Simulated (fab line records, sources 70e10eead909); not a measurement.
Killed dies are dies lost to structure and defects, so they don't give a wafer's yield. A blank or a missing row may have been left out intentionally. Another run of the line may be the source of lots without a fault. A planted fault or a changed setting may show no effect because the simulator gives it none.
fab line records | flow nandHarc
[record] lots = 5 | wafers = 15 | lastDay = 24
route steps=1159 shown A_BLC@993 A_M0@994
lots untouched by any fault: they come from a run of this same line in which no faults occurred
startH: the number of hours between the record's first day and the start of the first shown wafer of the lot | waitH: hours elapsed since this lot's preceding step | " identical to the entry in the row above | L1.1+2: one row covering several wafers at once | - no value, or no start given | * or withheld: withheld | < > ~ a bound
route shown NAME@n: a module of which the file shows steps, and the number in the route of the first | usual: the fault-free wafers' mean and standard deviation | same: alike in all rows | chamber/n: place in a boat | sites: each site's reading | _std_site: standard deviation of those values | _edge_site: the outer-site mean with the inner-site mean subtracted | radiusMm: how far each site lies from the wafer's centre | mask NAME#n: copy n | behind: the tool/chamber that last shaped the wafer | hold: the reason the lot was held/the length of the hold in hours/how it ended | device: which transistor (n, p or np) failed to switch | end of line: the route-end tests of the same wafers | step lacking rows: just its recipe | killed: count of dies lost to structure and defects at first sort (not the wafer's yield) | map: a wafer's dies, marking killed ones x, the rest . and places with no die _
set.NAME: the setting the step ran with; set.NAME@STEP: the setting that earlier step ran with | model.NAME: the simulator's own value behind a step, which no gauge read
lots at selected steps of the route; one table per step, one row per wafer
services: from which hour (startH, from the record's first day; less than 0 if before it) a tool's chamber was out of use, for how many hours, and why
[[steps]]
[step NHARC_A_BLC_INSPECT_28]
[usual] rawDefectCount = 427/120
lot.wafer | tool             | chamber | startH | waitH | rawDefectCount
L078.1    | defectInspect-02 | -       | 424.52 | 0.1   | 467
L078.4    | "                | -       | "      | "     | 466
L078.5    | "                | -       | "      | "     | 439
L079.2    | defectInspect-01 | -       | 436.83 | 0.1   | 424
L079.3    | "                | -       | "      | "     | 626
L079.5    | "                | -       | "      | "     | 250
L082.1    | defectInspect-01 | -       | 460.11 | 0.1   | 337
L082.5    | "                | -       | "      | "     | 314
L082.6    | "                | -       | "      | "     | 478
L095.1    | defectInspect-02 | -       | 524.66 | 0.1   | 529
L095.3    | "                | -       | "      | "     | 342
L095.4    | "                | -       | "      | "     | 439
L097.3    | defectInspect-02 | -       | 527.39 | 0.1   | 487
L097.4    | "                | -       | "      | "     | 465
L097.6    | "                | -       | "      | "     | 483
[step NHARC_A_M0_DEP_00]
[recipe] targetThkA = 1500 | targetThkNm = 150 | tempC = withheld | pressureTorr = 5 | flowSccm = 200 | rfW = 600 | material = SiOC
lot.wafer  | tool     | chamber | startH | waitH
L078.1+4+5 | pecvd-03 | 0,1,2   | 424.58 | 0.1
L079.3+2+5 | pecvd-03 | 1,2,0   | 436.89 | 0.1
L082.1+5+6 | pecvd-01 | 1,0,2   | 460.22 | 0.1
L095.3+1+4 | pecvd-03 | 1,2,2   | 524.78 | 0.1
L097.3+4+6 | pecvd-03 | 1,0,1   | 527.50 | 0.1
[step NHARC_A_M0_DEHYDRATE_01]
[recipe] tempC = 150 | timeS = 120
lot.wafer  | tool          | chamber | startH | waitH
L078.1+4+5 | lithoTrack-06 | 0       | 424.98 | -
L079.2+3+5 | lithoTrack-04 | 0       | 437.30 | -
L082.1+5+6 | lithoTrack-04 | 0       | 460.58 | -
L095.1+3+4 | lithoTrack-06 | 0       | 525.14 | -
L097.3+4+6 | lithoTrack-06 | 0       | 527.86 | -
[step NHARC_A_M0_HMDS_02]
[recipe] timeS = 30
lot.wafer  | tool          | chamber | startH | waitH
L078.1+4+5 | lithoTrack-06 | 0       | -      | -
L079.2+3+5 | lithoTrack-04 | 0       | -      | -
L082.1+5+6 | lithoTrack-04 | 0       | -      | -
L095.1+3+4 | lithoTrack-06 | 0       | -      | -
L097.3+4+6 | lithoTrack-06 | 0       | -      | -
[step NHARC_A_M0_COAT_33]
[recipe] tempC = 200 | timeS = 65
lot.wafer  | tool          | chamber | startH | waitH
L078.1+4+5 | lithoTrack-06 | 0       | -      | -
L079.2+3+5 | lithoTrack-04 | 0       | -      | -
L082.1+5+6 | lithoTrack-04 | 0       | -      | -
L095.1+3+4 | lithoTrack-06 | 0       | -      | -
L097.3+4+6 | lithoTrack-06 | 0       | -      | -
[step NHARC_A_M0_COAT_03]
[recipe] spinRpm = 1500 | resistThkNm = 90
lot.wafer  | tool          | chamber | startH | waitH
L078.1+4+5 | lithoTrack-06 | 0       | -      | -
L079.2+3+5 | lithoTrack-04 | 0       | -      | -
L082.1+5+6 | lithoTrack-04 | 0       | -      | -
L095.1+3+4 | lithoTrack-06 | 0       | -      | -
L097.3+4+6 | lithoTrack-06 | 0       | -      | -
[step NHARC_A_M0_SOFTBAKE_04]
[recipe] tempC = 105 | timeS = 55
lot.wafer  | tool          | chamber | startH | waitH
L078.1+4+5 | lithoTrack-06 | 0       | -      | -
L079.2+3+5 | lithoTrack-04 | 0       | -      | -
L082.1+5+6 | lithoTrack-04 | 0       | -      | -
L095.1+3+4 | lithoTrack-06 | 0       | -      | -
L097.3+4+6 | lithoTrack-06 | 0       | -      | -
[step NHARC_A_M0_EBR_05]
lot.wafer  | tool          | chamber | startH | waitH
L078.1+4+5 | lithoTrack-06 | 0       | -      | -
L079.2+3+5 | lithoTrack-04 | 0       | -      | -
L082.1+5+6 | lithoTrack-04 | 0       | -      | -
L095.1+3+4 | lithoTrack-06 | 0       | -      | -
L097.3+4+6 | lithoTrack-06 | 0       | -      | -
[step NHARC_A_M0_EXPOSE_06]
[recipe] na = 1.35 | targetCdNm = 80 | doseMj = 83.25 | maskId = A_M0
lot.wafer  | tool           | chamber | startH | waitH | mask
L078.1+4+5 | arfiScanner-02 | 0       | 425.27 | -     | A_M0#0
L079.2+3+5 | arfiScanner-02 | 0       | 437.47 | -     | A_M0#0
L082.1+5+6 | arfiScanner-01 | 0       | 460.75 | -     | A_M0#0
L095.1+3+4 | arfiScanner-01 | 0       | 525.30 | -     | A_M0#0
L097.3+4+6 | arfiScanner-03 | 0       | 528.16 | -     | A_M0#0
[step NHARC_A_M0_PEB_07]
[recipe] pebTempC = 100 | pebTimeS = 65
lot.wafer  | tool          | chamber | startH | waitH
L078.1+4+5 | lithoTrack-04 | 0       | 425.34 | 0.1
L079.2+3+5 | lithoTrack-04 | 0       | 437.53 | 0.1
L082.1+5+6 | lithoTrack-01 | 0       | 460.81 | 0.1
L095.1+3+4 | lithoTrack-01 | 0       | 525.36 | 0.1
L097.3+4+6 | lithoTrack-06 | 0       | 528.22 | 0.1
[step NHARC_A_M0_DEVELOP_08]
[recipe] developTimeS = 35 | devTempC = 23
lot.wafer  | tool          | chamber | startH | waitH
L078.1+4+5 | lithoTrack-04 | 0       | -      | -
L079.2+3+5 | lithoTrack-04 | 0       | -      | -
L082.1+5+6 | lithoTrack-01 | 0       | -      | -
L095.1+3+4 | lithoTrack-01 | 0       | -      | -
L097.3+4+6 | lithoTrack-06 | 0       | -      | -
[step NHARC_A_M0_CD_MEAS_09]
[recipe] targetCdNm = 80 | landingEnergyEv = 500
[usual] cdNm = 80.1/0.56
lot.wafer | tool     | chamber | startH | waitH | cdNm
L078.1    | cdSem-03 | 0       | 425.41 | -     | 79.9
L078.4    | "        | 0       | "      | "     | 79.2
L078.5    | "        | 0       | "      | "     | 79.0
L079.2    | cdSem-02 | 0       | 437.62 | -     | 80.4
L079.3    | "        | 0       | "      | "     | 81.0
L079.5    | "        | 0       | "      | "     | 80.3
L082.1    | cdSem-01 | 0       | 460.89 | -     | 81.0
L082.5    | "        | 0       | "      | "     | 80.8
L082.6    | "        | 0       | "      | "     | 80.8
L095.1    | cdSem-03 | 0       | 525.44 | -     | 80.3
L095.3    | "        | 0       | "      | "     | 80.3
L095.4    | "        | 0       | "      | "     | 80.0
L097.3    | cdSem-03 | 0       | 528.30 | -     | 78.7
L097.4    | "        | 0       | "      | "     | 79.3
L097.6    | "        | 0       | "      | "     | 80.0
[[services]]
tool           | chamber | startH | hours | kind
pecvd-01       | -       | 418.00 | 13.0  | pm
pecvd-01       | 0       | 418.00 | 13.0  | ventCycle
pecvd-01       | 1       | 418.00 | 13.0  | ventCycle
pecvd-01       | 2       | 418.00 | 13.0  | ventCycle
arfiScanner-03 | 0       | 422.08 | -     | calibration
arfiScanner-02 | -       | 428.00 | 4.0   | pm
pecvd-01       | 0       | 431.00 | -     | clean
pecvd-01       | 1       | 431.00 | -     | clean
pecvd-01       | 2       | 431.00 | -     | clean
arfiScanner-02 | -       | 437.67 | 2.2   | repair
pecvd-03       | 1       | 437.74 | 3.9   | repair
lithoTrack-01  | -       | 443.00 | 7.0   | pm
lithoTrack-06  | -       | 467.00 | 7.0   | pm
pecvd-03       | -       | 481.46 | 13.0  | pm
pecvd-03       | 0       | 481.46 | 13.0  | ventCycle
pecvd-03       | 1       | 481.46 | 13.0  | ventCycle
pecvd-03       | 2       | 481.46 | 13.0  | ventCycle
arfiScanner-03 | -       | 484.00 | 4.0   | pm
lithoTrack-04  | -       | 491.00 | 7.0   | pm
pecvd-03       | 0       | 494.46 | -     | clean
pecvd-03       | 1       | 494.46 | -     | clean
pecvd-03       | 2       | 494.46 | -     | clean
arfiScanner-02 | 0       | 499.36 | -     | calibration
[[key]]
fault none
